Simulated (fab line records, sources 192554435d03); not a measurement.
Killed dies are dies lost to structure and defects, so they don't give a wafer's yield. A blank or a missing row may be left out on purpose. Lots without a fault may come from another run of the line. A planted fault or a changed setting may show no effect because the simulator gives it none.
Chamber matching | flow n5_finfet | N5_BEOL_M4_PRE_CLEAN_60 on cvd_co-02: 3 sister chambers
The step time 15 s. 39 wafers are shown with their chamber, then 12 later ones without.

WAFERS WITH THEIR CHAMBER
wafer  | chamber | heater_power_w (W)
L074.1 | 0       | 95
L074.2 | 1       | 80
L074.3 | 2       | 80
L074.4 | 1       | 84
L074.5 | 0       | 94
L074.6 | 2       | 81
L077.4 | 0       | 95
L077.5 | 1       | 83
L077.6 | 2       | 84
L078.1 | 0       | 93
L078.2 | 1       | 81
L078.3 | 2       | 80
L078.4 | 0       | 95
L078.5 | 1       | 83
L078.6 | 2       | 83
L080.2 | 0       | 95
L080.3 | 2       | 85
L080.6 | 1       | 81
L084.2 | 2       | 82
L084.3 | 1       | 82
L084.6 | 0       | 94
L085.1 | 2       | 84
L085.3 | 0       | 95
L085.4 | 0       | 98
L088.1 | 2       | 83
L088.5 | 2       | 82
L088.6 | 1       | 84
L091.1 | 0       | 96
L091.2 | 1       | 82
L091.6 | 0       | 92
L092.1 | 1       | 83
L092.4 | 0       | 95
L092.6 | 2       | 84
L093.1 | 2       | 84
L093.3 | 0       | 96
L093.4 | 2       | 84
L094.2 | 0       | 96
L094.3 | 2       | 81
L094.5 | 1       | 82

SIGNATURES (means of the wafers above)
reading        | chamber 0 | chamber 1 | chamber 2 | scatter within a chamber
heater_power_w | 94.93     | 82.27     | 82.64     | 1.48
Rule: a wafer's distance from a chamber is the root of the sum, over the readings, of the square of ((its reading less the chamber's mean) divided by the reading's scatter). The wafer belongs to the nearest chamber; if the next one is less than 2 further off, it can't be placed. The scatter: the root of (the sum of the squares of (reading less its chamber's mean) over the shown wafers, divided by (wafers less chambers)).

WAFERS WITHOUT THEIR CHAMBER
wafer  | heater_power_w (W)
L095.1 | 81
L095.2 | 95
L095.3 | 82
L095.4 | 82
L095.5 | 81
L095.6 | 97
L096.4 | 98
L096.5 | 82
L096.6 | 81
L097.1 | 85
L097.4 | 95
L097.5 | 83

WHICH CHAMBER EACH WENT THROUGH
wafer  | from the rows above     | in truth
L095.1 | can't be placed: 1 or 2 | 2
L095.2 | 0                       | 0
L095.3 | can't be placed: 1 or 2 | 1
L095.4 | can't be placed: 1 or 2 | 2
L095.5 | can't be placed: 1 or 2 | 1
L095.6 | 0                       | 0
L096.4 | 0                       | 0
L096.5 | can't be placed: 1 or 2 | 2
L096.6 | can't be placed: 1 or 2 | 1
L097.1 | can't be placed: 2 or 1 | 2
L097.4 | 0                       | 0
L097.5 | can't be placed: 2 or 1 | 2
Placed correctly: 4 of 12. Can't be placed from these rows: 8 (the true chamber is among the candidates in 8). Placed wrongly: 0.
